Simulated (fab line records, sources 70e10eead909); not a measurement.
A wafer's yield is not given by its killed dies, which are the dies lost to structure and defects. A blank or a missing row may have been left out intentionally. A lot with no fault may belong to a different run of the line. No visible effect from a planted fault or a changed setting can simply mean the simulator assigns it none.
A lot that was struck, set against a sound lot | flow nand_harc | 18 steps out of a route of 1159
Sound: these wafers, L121.1, L121.3, L121.5. Struck: wafer L139.2 (left out: L139.6, a lot-mate that was not struck); the cause follows at the end.
Order at every step that has rows: each side's tool, ch and its chambers, its first start. Under that, the readings that differ: sound wafers | struck wafers | difference of the means | sigmas: that difference in standard deviations of wafers without a fault.
alike: readings with means less than 2 such deviations apart, plus words and numbers identical on both sides. not compared: withheld readings, readings lacking a value on some wafer, bounds such as >300 that could conceal the same value, and numbers that have no deviation in the record and whose values overlap.
A row with sigmas, a row that says differs or no value, or rows on one side alone: a step with any of these is where the two part. Non-overlapping numbers with no deviation appear without sigmas and do not part them. A reading that every wafer of one side lacks parts them only if that side has two wafers or more.

first, 3 steps without rows for these wafers: NHARC_A_M0_DESCUM_14 (chemistry O2, time 3 s); NHARC_A_M0_ETCH_34 (etches the open film in N2/H2, target depth 40 nm, overetch 12 nm, time 43.94 s); NHARC_A_M0_ETCH_15 (etches the open film in C4F8/Ar, target depth 150 nm, overetch 15 nm, time 82.5 s).
NHARC_A_M0_CD_MEAS_16:
  sound: cd_sem-02 at day 18 09:43; struck: cd_sem-02 at day 22 05:26
  alike: cd_nm
NHARC_A_M0_STRIP_18: strips in N2/H2.
  sound on rie_diel-02 ch 1,2,3, day 18 09:49; struck on rie_diel-04 ch 0, day 22 05:31
  alike: drypump_motor_current_A, oes_product_au, rf_vpp_V, showerhead_plenum_p_Torr, throttle_valve_pct
  not compared: rf_hours_counter_h
then, 1 step without rows for these wafers: NHARC_A_M0_STRIP_19 (strips in post etch residue remover, time 600 s).
NHARC_A_M0_DEGAS_28: time 60 s.
  sound: pvd_sputter-01 at day 18 10:21; struck: pvd_sputter-03 at day 22 06:04
  alike: heater_power_w
NHARC_A_M0_PRE_CLEAN_29: time 30 s.
  sound on pvd_sputter-01; struck on pvd_sputter-03
  reading            | sound       | struck | difference | sigmas
  heater_power_w (W) | 332 373 435 | 512    | +132       | +3
then, 1 step without rows for these wafers: NHARC_A_M0_PVD_20 (deposits TaN, target thk 5 nm, time 8.06 s).
NHARC_A_M0_PVD_21: deposits Cu, target thk 30 nm, time 20.49 s.
  sound on pvd_sputter-01; struck on pvd_sputter-03
  alike: chamber_pressure_pa, throttle_valve_pct
then, 1 step without rows for these wafers: NHARC_A_M0_ECD_22 (material Cu, target thk 400 nm).
NHARC_A_M0_ANNEAL_30: time 90 s.
  sound on rtp_anneal-02 ch 0, day 18 11:05; struck on rtp_anneal-01 ch 0, day 22 06:55
  alike: wafer_temp_C_max
NHARC_A_M0_CMP_23: polishes, t overpolish 20 s, target thk 113.75 nm.
  sound on cmp-01 ch 0,1,3, day 18 11:29; struck on cmp-01 ch 2, day 22 07:17
  reading                | sound          | struck | difference | sigmas
  time_to_endpoint_s (s) | 26.8 31.2 31.3 | 36.7   | +6.9       | +3
  alike: motor_current_A
NHARC_A_M0_THK_MEAS_24: measures by xrf.
  sound: film_metro-01 at day 18 11:44; struck: film_metro-02 at day 22 07:32
  reading     | sound             | struck | difference | sigmas
  thk_nm (nm) | 110.3 113.4 113.5 | 118.1  | +5.7       | +4
next, for these wafers, 1 step has no rows: NHARC_A_M0_SRD_25.
NHARC_A_M0_INSPECT_27:
  sound: defect_inspect-02 at day 18 11:54; struck: defect_inspect-01 at day 22 07:41
  reading          | sound       | struck | difference | sigmas
  raw_defect_count | 309 359 403 | 3038   | +2681      | +27
then, 1 step without rows for these wafers: NHARC_A_M0_PRE_CLEAN_31 (time 12 s).
NHARC_END_SORT_01:
  sound on prober-01 ch 0, day 20 13:19; struck on prober-01 ch 0, day 23 22:47
  reading                  | sound          | struck | difference | sigmas
  defect_limited_yield (%) | 97.3 95.7 95.9 | 0      | -96        | -74
  killed_at_array          | 16 28 23       | 673    | +651       | +81
  killed_dies              | 18 29 28       | 677    | +652       | +74
  sort_bin_3_pct (%)       | 0.15 0.15 0.59 | 96.60  | +96.30     | +99 or more
  sort_n_pass              | 659 648 649    | 0      | -652       | -74
  sort_rim_yield_pct (%)   | 95.3 95.3 95.3 | 0      | -95        | -35
  sort_yield_pct (%)       | 97.3 95.7 95.9 | 0      | -96        | -74
  alike: killed_at_other, killed_at_periphery, killed_open, killed_short, sort_bin_2_pct, sort_bin_4_pct

## WHERE THEY PART
First at NHARC_A_M0_PRE_CLEAN_29; last, within this record, at NHARC_END_SORT_01.

WHY: what the simulator had put in
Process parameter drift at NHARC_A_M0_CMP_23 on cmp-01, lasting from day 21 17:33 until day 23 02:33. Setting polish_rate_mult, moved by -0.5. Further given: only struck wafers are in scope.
